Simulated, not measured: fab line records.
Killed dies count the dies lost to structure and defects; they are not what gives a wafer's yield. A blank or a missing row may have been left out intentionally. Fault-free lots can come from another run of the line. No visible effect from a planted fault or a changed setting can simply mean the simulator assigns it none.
What tool caused it? | flow n5 finfet | 10 lots, 28 wafers sampled, at 5 steps of a route of 1938

## WHAT EACH GAUGE READ, for each wafer
N5_BEOL_M4_RC_MEAS_101. Usual: CJ_N 4.36, standard deviation 0.084; CJ_P 5.81, standard deviation 0.14; DIBL_N 36.3 mV/V, standard deviation 1.4; DIBL_P 36.2 mV/V, standard deviation 1.5; IOFF_N 0.160 nA/um, standard deviation 0.021; IOFF_P 0.211 nA/um, standard deviation 0.027; ION_N 676 uA/um, standard deviation 7.7; ION_P 463 uA/um, standard deviation 5.5; RS_NWELL 1036 ohm/sq, standard deviation 7.1; RS_PWELL 3006 ohm/sq, standard deviation 24; SS_N 71.4 mV/dec, standard deviation 0.57; SS_P 73.3 mV/dec, standard deviation 0.58; VT_N 249.3 mV, standard deviation 2.5; VT_P -250.1 mV, standard deviation 2.6.
lot  | measured     | on        | CJ_N           | CJ_P           | DIBL_N (mV/V)  | DIBL_P (mV/V)  | IOFF_N (nA/um)    | IOFF_P (nA/um)    | ION_N (uA/um) | ION_P (uA/um) | RS_NWELL (ohm/sq) | RS_PWELL (ohm/sq) | SS_N (mV/dec)  | SS_P (mV/dec)  | VT_N (mV)         | VT_P (mV)            | flag
L744 | day 8 13:32  | prober-01 | 4.28 4.30 4.29 | 5.76 5.89 5.86 | 38.2 37.7 39.7 | 38.3 36.9 38.2 | 0.174 0.154 0.195 | 0.251 0.215 0.248 | 683 675 675   | 471 464 465   | 1022 1031 1035    | 2996 2992 2998    | 72.4 72.0 72.0 | 73.7 73.3 73.9 | 248.6 250.5 248.5 | -245.4 -246.7 -249.7 |
L745 | day 8 18:29  | prober-01 | 4.36 4.36 4.41 | 5.73 5.88 5.57 | 34.7 35.4 35.9 | 35.4 35.5 36.0 | 0.147 0.154 0.162 | 0.193 0.193 0.212 | 674 673 676   | 461 457 463   | 1031 1043 1031    | 2968 2963 2995    | 70.8 71.6 71.6 | 72.1 73.2 72.9 | 249.7 250.8 249.0 | -250.8 -250.3 -249.7 |
L746 | day 8 15:43  | prober-02 | 4.38 4.37 4.33 | 5.68 5.84 6.07 | 37.4 37.2 37.6 | 37.7 36.4 37.6 | 0.176 0.156 0.172 | 0.234 0.216 0.230 | 681 669 673   | 472 460 465   | 1040 1029 1044    | 3032 3010 3006    | 71.2 71.7 71.4 | 74.2 74.4 73.6 | 245.6 251.1 246.3 | -246.2 -246.7 -246.6 |
L747 | day 8 21:04  | prober-02 | 4.34 4.30 4.43 | 5.61 5.69 5.95 | 37.4 35.2 37.5 | 38.7 35.6 38.4 | 0.190 0.150 0.201 | 0.217 0.176 0.208 | 691 671 688   | 466 457 466   | 1038 1050 1032    | 3040 3013 3043    | 71.3 70.5 71.4 | 72.6 72.5 72.7 | 247.0 248.2 245.2 | -251.9 -253.0 -251.5 |
L752 | day 10 06:29 | prober-02 | 4.27 4.82      | 5.97 4.64      | 34.5 32.3      | 35.8 34.0      | 0.155 0.117       | 0.194 0.164       | 687 665       | 471 464       | 1045 1057         | 2974 3119         | 71.6 71.3      | 72.5 72.8      | 249.1 252.8       | -251.3 -254.0        | OFF
L756 | day 11 20:43 | prober-01 | 4.85 4.83      | 4.51 4.46      | 36.1 35.4      | 37.5 36.6      | 0.170 0.155       | 0.240 0.221       | 686 681       | 475 466       | 1053 1058         | 3104 3137         | 71.5 71.1      | 73.6 73.0      | 249.1 248.5       | -246.9 -247.9        | OFF
L758 | day 11 20:47 | prober-02 | 4.32 4.27 4.32 | 5.77 5.77 5.62 | 35.1 38.3 39.6 | 33.8 38.1 38.9 | 0.132 0.192 0.220 | 0.212 0.283 0.301 | 677 686 697   | 465 475 480   | 1026 1034 1028    | 2995 2989 2959    | 70.5 72.5 72.0 | 72.9 73.9 74.3 | 249.9 246.7 242.6 | -245.2 -245.0 -244.7 |
L759 | day 12 01:35 | prober-01 | 4.44 4.38 4.44 | 5.81 5.74 5.74 | 38.8 36.8 35.9 | 38.3 36.7 34.8 | 0.210 0.172 0.150 | 0.260 0.236 0.195 | 679 685 666   | 466 462 452   | 1032 1028 1029    | 3032 3033 3005    | 71.5 71.6 71.4 | 73.9 73.6 73.1 | 245.5 248.6 250.7 | -248.1 -248.9 -251.8 |
L761 | day 12 19:37 | prober-02 | 4.31 4.21 4.31 | 5.60 5.68 5.79 | 35.0 35.2 38.0 | 34.3 34.6 37.7 | 0.146 0.144 0.191 | 0.194 0.202 0.251 | 679 667 679   | 467 462 467   | 1036 1037 1029    | 2976 2982 2988    | 70.6 70.2 70.8 | 72.6 72.6 73.4 | 249.2 249.8 243.9 | -249.9 -249.2 -248.9 |
L766 | day 14 01:29 | prober-01 | 4.42 4.38 4.40 | 6.03 5.93 5.98 | 36.2 35.2 37.5 | 36.6 34.4 37.0 | 0.155 0.125 0.157 | 0.221 0.181 0.228 | 673 660 673   | 465 451 460   | 1029 1025 1034    | 2945 2975 2992    | 71.6 70.8 71.8 | 74.1 73.0 74.3 | 250.7 253.3 250.6 | -249.9 -250.6 -249.8 |

## WHAT TOOL EACH LOT RAN ON (gives the tool, then ch and the chambers of the sampled wafers, and finally the start)
lot  | N5_ZERO_LAYER_PECVD_02         | N5_BEOL_M4_SURFACE_TREAT_85  | N5_BEOL_M4_SPUTTER_81        | N5_BEOL_M4_SPUTTER_88
L744 | pecvd-02 ch 0,1, day 1 18:17   | pvd sputter-03, day 8 09:15  | pvd sputter-01, day 8 11:07  | pvd sputter-01, day 8 11:34
L745 | pecvd-04 ch 0,1,2, day 2 00:17 | pvd sputter-01, day 8 15:01  | pvd sputter-03, day 8 15:42  | pvd sputter-03, day 8 16:08
L746 | pecvd-04 ch 0,1, day 2 06:19   | pvd sputter-03, day 8 12:10  | pvd sputter-01, day 8 13:02  | pvd sputter-01, day 8 13:29
L747 | pecvd-04 ch 0,1,2, day 2 12:17 | pvd sputter-03, day 8 17:54  | pvd sputter-03, day 8 18:37  | pvd sputter-03, day 8 19:04
L752 | pecvd-02 ch 0,1, day 3 18:17   | pvd sputter-03, day 10 03:09 | pvd sputter-02, day 10 03:49 | pvd sputter-02, day 10 04:16
L756 | pecvd-02 ch 0,2, day 4 18:17   | pvd sputter-03, day 11 17:26 | pvd sputter-01, day 11 18:08 | pvd sputter-01, day 11 18:34
L758 | pecvd-03 ch 0,2, day 5 06:17   | pvd sputter-03, day 11 17:28 | pvd sputter-03, day 11 18:21 | pvd sputter-03, day 11 18:47
L759 | pecvd-03 ch 0,1, day 5 12:17   | pvd sputter-03, day 11 22:20 | pvd sputter-02, day 11 23:01 | pvd sputter-02, day 11 23:27
L761 | pecvd-04 ch 0,1,2, day 6 00:17 | pvd sputter-02, day 12 16:03 | pvd sputter-03, day 12 16:58 | pvd sputter-03, day 12 17:25
L766 | pecvd-02 ch 0,1, day 7 06:17   | pvd sputter-03, day 13 21:56 | pvd sputter-01, day 13 22:40 | pvd sputter-01, day 13 23:06
- N5_ZERO_LAYER_PECVD_02: deposits SiO2 from SiH4/N2O, target thk 10 nm, time 6 s.
- N5_BEOL_M4_SURFACE_TREAT_85
- N5_BEOL_M4_SPUTTER_81: material Cu, target thk 4.5 nm, time 8.29 s.
- N5_BEOL_M4_SPUTTER_88: material Cu, target thk 4.5 nm, time 8.29 s.

## AS READ BY THE TOOLS THEMSELVES (means over the sampled wafers that have a number; for cases with no such wafer, the mark the record gives instead)
N5_ZERO_LAYER_PECVD_02. Usual: heater power w 788 W, standard deviation 120; showerhead plenum p Torr 8.17 Torr, standard deviation 0.16.
lot  | tool     | heater power w (W) | showerhead plenum p Torr (Torr) | flag
L744 | pecvd-02 | 790                | 8.01                            |
L745 | pecvd-04 | 786                | 8.24                            |
L746 | pecvd-04 | 802                | 8.28                            |
L747 | pecvd-04 | 811                | 8.25                            |
L752 | pecvd-02 | 843                | 7.97                            |
L756 | pecvd-02 | 728                | 8.04                            |
L758 | pecvd-03 | 830                | 8.32                            |
L759 | pecvd-03 | 761                | 8.32                            |
L761 | pecvd-04 | 763                | 8.25                            |
L766 | pecvd-02 | 823                | 7.93                            |

N5_BEOL_M4_SPUTTER_81. Usual: chamber pressure pa 0.06999 Pa, standard deviation 0.00014; throttle valve pct 30.3 %, standard deviation 0.94.
lot  | tool           | chamber pressure pa (Pa) | throttle valve pct (%) | flag
L744 | pvd sputter-01 | 0.07001                  | 30.7                   |
L745 | pvd sputter-03 | 0.06994                  | 29.7                   |
L746 | pvd sputter-01 | 0.07004                  | 30.5                   |
L747 | pvd sputter-03 | 0.07014                  | 29.3                   |
L752 | pvd sputter-02 | 0.06999                  | 30.4                   |
L756 | pvd sputter-01 | 0.06993                  | 29.4                   |
L758 | pvd sputter-03 | 0.06997                  | 30.4                   |
L759 | pvd sputter-02 | 0.07001                  | 30.1                   |
L761 | pvd sputter-03 | 0.07008                  | 30.5                   |
L766 | pvd sputter-01 | 0.06986                  | 29.4                   |

N5_BEOL_M4_SPUTTER_88. Usual: chamber pressure pa 0.07002 Pa, standard deviation 0.00013; throttle valve pct 30.3 %, standard deviation 0.95.
lot  | tool           | chamber pressure pa (Pa) | throttle valve pct (%) | flag
L744 | pvd sputter-01 | 0.07012                  | 30.8                   |
L745 | pvd sputter-03 | 0.06999                  | 29.7                   |
L746 | pvd sputter-01 | 0.06998                  | 30.6                   |
L747 | pvd sputter-03 | 0.06997                  | 29.3                   |
L752 | pvd sputter-02 | 0.06998                  | 30.6                   |
L756 | pvd sputter-01 | 0.07001                  | 30.0                   |
L758 | pvd sputter-03 | 0.06996                  | 30.4                   |
L759 | pvd sputter-02 | 0.06998                  | 30.0                   |
L761 | pvd sputter-03 | 0.06990                  | 30.4                   |
L766 | pvd sputter-01 | 0.06998                  | 29.5                   |

## THE ANSWER, worked out from the rows above alone
Rule: take the mean of a lot's wafers that have a number; if it is more than 3 standard deviations from the usual mean, the lot is off. A lot without any number at a reading at which 4 lots or more have one is off too. Where the step has rows for the other lots, those lots are counted as sound. The gauges are gone through in route order, then the tools' own readings, and for those a lot's mean is taken as printed above. The first step at which some lot is off is used, and at that step the reading that is off furthest; a lot without a number counts as furthest.
Off: L752, L756, at N5_BEOL_M4_RC_MEAS_101 (CJ_P).
If a tool, at a process step before that reading, ran all the lots that are off and no sound lot after the first of them, it fits. Gauges at N5_BEOL_M4_RC_MEAS_101: tried the same way as those tools. No candidate that was tried fits.

## WHAT THE SIMULATOR PUT IN
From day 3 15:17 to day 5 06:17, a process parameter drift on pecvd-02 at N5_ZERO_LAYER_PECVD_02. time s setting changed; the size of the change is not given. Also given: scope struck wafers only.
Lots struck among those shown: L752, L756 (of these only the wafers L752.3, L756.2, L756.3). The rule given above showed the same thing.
